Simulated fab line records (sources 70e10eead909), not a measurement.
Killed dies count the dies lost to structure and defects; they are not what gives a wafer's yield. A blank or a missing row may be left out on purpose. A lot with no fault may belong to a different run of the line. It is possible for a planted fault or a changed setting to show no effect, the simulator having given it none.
Which tool did it? + flow nandHarc + 14 lots with 42 wafers sampled at 5 steps, on a route of 1302 steps

WHAT THE GAUGES READ, wafer by wafer
NHARC_P_M2_INSPECT_11. Usual: rawDefectCount reads 4.1 (standard deviation 2.6).
| lot  | measured     | on               | rawDefectCount | flag |
|------|--------------|------------------|----------------|------|
| L765 | day 6 13:47  | defectInspect-02 | 7 5 5          |      |
| L766 | day 6 21:48  | defectInspect-02 | 6 9 11         |      |
| L767 | day 7 09:24  | defectInspect-01 | 5 5 3          |      |
| L768 | day 7 13:45  | defectInspect-02 | 2 5 4          |      |
| L769 | day 8 04:58  | defectInspect-02 | 8 11 3         |      |
| L770 | day 8 12:50  | defectInspect-01 | 5 4 5          |      |
| L771 | day 9 00:35  | defectInspect-02 | 4 7 1          |      |
| L772 | day 9 14:16  | defectInspect-01 | 2 1 4          |      |
| L782 | day 13 09:08 | defectInspect-01 | 2 1 4          |      |
| L783 | day 13 20:55 | defectInspect-02 | 1 5 3          |      |
| L785 | day 14 12:28 | defectInspect-02 | 2 2 4          |      |
| L784 | day 14 13:55 | defectInspect-01 | 2 4 5          |      |
| L788 | day 16 07:49 | defectInspect-01 | 5 2 1          |      |
| L787 | day 16 08:44 | defectInspect-01 | 5 3 3          |      |

NHARC_END_SORT_01. Usual: defectLimitedYield 89.8 % (standard deviation 2.4); killedAtArray 64 (standard deviation 16); killedAtOther 1.0 (standard deviation 1.1); killedAtPeriphery 3.5 (standard deviation 2.3); killedDies 69 (standard deviation 17); killedOpen 3.2 (standard deviation 1.6); killedShort 2.4 (standard deviation 1.6).
| lot  | measured     | on        | defectLimitedYield (%) | killedAtArray | killedAtOther | killedAtPeriphery | killedDies | killedOpen | killedShort | flag |
|------|--------------|-----------|------------------------|---------------|---------------|-------------------|------------|------------|-------------|------|
| L765 | day 24 07:14 | prober-01 | 86.1 88.2 88.5         | 88 73 71      | 0 2 1         | 6 5 6             | 94 80 78   | 3 2 1      | 7 3 2       |      |
| L768 | day 25 08:20 | prober-02 | 91.1 89.8 92.5         | 54 66 51      | 2 0 0         | 4 3 0             | 60 69 51   | 4 6 1      | 2 0 2       |      |
| L770 | day 26 01:19 | prober-02 | 87.0 88.2 85.5         | 83 75 88      | 3 3 4         | 2 2 6             | 88 80 98   | 5 3 2      | 3 2 5       |      |
| L783 | day 32 10:14 | prober-01 | 94.8 94.2 94.5         | 31 33 35      | 3 3 0         | 1 3 2             | 35 39 37   | 4 4 2      | 1 1 1       |      |
| L785 | day 32 07:51 | prober-02 | 89.8 87.0 88.3         | 67 84 71      | 0 1 2         | 2 3 6             | 69 88 79   | 2 2 5      | 3 2 1       |      |
| L784 | day 32 18:23 | prober-01 | 89.7 91.9 90.3         | 69 54 62      | 0 0 1         | 1 1 3             | 70 55 66   | 2 4 6      | 2 3 5       |      |

WHICH TOOL RAN EACH LOT (tool, then ch and the chambers of the sampled wafers, then the start)
| lot  | NHARC_P_M2_PVD_20           | NHARC_P_BONDPAD_DEP_00                   | NHARC_P_BONDPAD_CMP_32        |
|------|-----------------------------|------------------------------------------|-------------------------------|
| L765 | pvdSputter-01, day 6 15:07  | pecvd-03 ch 0,1, day 6 17:13             | cmp-01 ch 0,1,2, day 6 17:37  |
| L766 | pvdSputter-03, day 6 23:07  | pecvd-03 ch 0,2, day 7 01:08             | cmp-03 ch 0,1,3, day 7 01:32  |
| L767 | pvdSputter-01, day 7 10:35  | pecvd-03 ch 0,2, day 7 12:35             | cmp-04 ch 0,1,3, day 7 13:01  |
| L768 | pvdSputter-02, day 7 14:59  | pecvd-02 ch 0,1,2, day 7 16:56           | cmp-03 ch 1,2,3, day 7 17:24  |
| L769 | pvdSputter-02, day 8 06:11  | pecvd-02 ch 0,1, day 8 08:35 or earlier  | cmp-01 ch 1,2,3, day 8 08:35  |
| L770 | pvdSputter-02, day 8 14:03  | pecvd-02 ch 1,2, day 8 16:20             | cmp-03 ch 0,2, day 8 16:46    |
| L771 | pvdSputter-01, day 9 01:53  | pecvd-04 ch 0,1, day 9 04:21 or earlier  | cmp-01 ch 1,2,3, day 9 04:21  |
| L772 | pvdSputter-01, day 9 15:30  | pecvd-02 ch 0,2, day 9 17:49             | cmp-03 ch 0,1, day 9 18:12    |
| L782 | pvdSputter-03, day 13 10:23 | pecvd-04 ch 0,1,2, day 13 12:25          | cmp-03 ch 0,1,3, day 13 12:49 |
| L783 | pvdSputter-02, day 13 22:07 | pecvd-04 ch 0,1,2, day 14 00:22          | cmp-04 ch 2,3, day 14 00:38   |
| L785 | pvdSputter-01, day 14 13:44 | pecvd-02 ch 0,1,2, day 14 15:44          | cmp-01 ch 0,2,3, day 14 16:08 |
| L784 | pvdSputter-02, day 14 15:10 | pecvd-02 ch 1,2, day 14 17:13            | cmp-01 ch 0,1,3, day 14 17:35 |
| L788 | pvdSputter-02, day 16 09:01 | pecvd-02 ch 0,1, day 16 11:34 or earlier | cmp-04 ch 0,1,2, day 16 11:34 |
| L787 | pvdSputter-02, day 16 09:55 | pecvd-02 ch 0,2, day 16 12:25 or earlier | cmp-04 ch 1,3, day 16 12:25   |
- NHARC_P_M2_PVD_20: deposits TaN, target thk 5 nm, time 8.06 s.
- NHARC_P_BONDPAD_DEP_00: deposits SiCN, target thk 250 nm.
- NHARC_P_BONDPAD_CMP_32: polishes SiCN, target thk 200 nm.

WHAT THE TOOLS THEMSELVES READ (means of the sampled wafers that have a number; where no wafer has one, the mark that the record gives instead)
NHARC_P_M2_PVD_20. Usual: throttleValvePct reads 29.9 % (standard deviation 1).
| lot  | tool          | throttleValvePct (%) | flag |
|------|---------------|----------------------|------|
| L765 | pvdSputter-01 | 30.2                 |      |
| L766 | pvdSputter-03 | 30.1                 |      |
| L767 | pvdSputter-01 | 30.9                 |      |
| L768 | pvdSputter-02 | 29.6                 |      |
| L769 | pvdSputter-02 | 30.4                 |      |
| L770 | pvdSputter-02 | 30.4                 |      |
| L771 | pvdSputter-01 | 30.8                 |      |
| L772 | pvdSputter-01 | 30.0                 |      |
| L782 | pvdSputter-03 | 30.2                 |      |
| L783 | pvdSputter-02 | 29.0                 |      |
| L785 | pvdSputter-01 | 29.7                 |      |
| L784 | pvdSputter-02 | 30.0                 |      |
| L788 | pvdSputter-02 | 29.1                 |      |
| L787 | pvdSputter-02 | 29.2                 |      |

NHARC_P_BONDPAD_DEP_00. Usual: heaterPowerW reads 572 W (standard deviation 78).
| lot  | tool     | heaterPowerW (W) | flag |
|------|----------|------------------|------|
| L765 | pecvd-03 | 549              |      |
| L766 | pecvd-03 | 612              |      |
| L767 | pecvd-03 | 535              |      |
| L768 | pecvd-02 | 539              |      |
| L769 | pecvd-02 | 587              |      |
| L770 | pecvd-02 | 480              |      |
| L771 | pecvd-04 | 594              |      |
| L772 | pecvd-02 | 529              |      |
| L782 | pecvd-04 | 637              |      |
| L783 | pecvd-04 | 664              |      |
| L785 | pecvd-02 | 530              |      |
| L784 | pecvd-02 | 523              |      |
| L788 | pecvd-02 | 556              |      |
| L787 | pecvd-02 | 534              |      |

NHARC_P_BONDPAD_CMP_32. Usual: motorCurrentA reads 12.2 A (standard deviation 1.1).
| lot  | tool   | motorCurrentA (A) | flag |
|------|--------|-------------------|------|
| L765 | cmp-01 | 12.6              |      |
| L766 | cmp-03 | 12.7              |      |
| L767 | cmp-04 | 11.7              |      |
| L768 | cmp-03 | 12.2              |      |
| L769 | cmp-01 | 12.0              |      |
| L770 | cmp-03 | 11.3              |      |
| L771 | cmp-01 | 12.3              |      |
| L772 | cmp-03 | 12.1              |      |
| L782 | cmp-03 | 12.3              |      |
| L783 | cmp-04 | 12.9              |      |
| L785 | cmp-01 | 12.6              |      |
| L784 | cmp-01 | 12.7              |      |
| L788 | cmp-04 | 12.3              |      |
| L787 | cmp-04 | 10.6              |      |

THE ANSWER, worked out from the rows above alone
Rule: lot off if the mean of its wafers having a number is beyond 3 standard deviations from the usual mean. A lot without any number at a reading at which 4 lots or more have one is off too. Any other lot the step has rows for is counted as sound. First the gauges in route order, then the tools' own readings, where a lot's mean is used as printed above. The first step at which some lot is off is used, and at that step the reading that is off furthest; a lot without a number counts as furthest.
Across all readings shown, no lot is off: no conclusion can be drawn from this.

WHAT THE SIMULATOR HAD INSERTED
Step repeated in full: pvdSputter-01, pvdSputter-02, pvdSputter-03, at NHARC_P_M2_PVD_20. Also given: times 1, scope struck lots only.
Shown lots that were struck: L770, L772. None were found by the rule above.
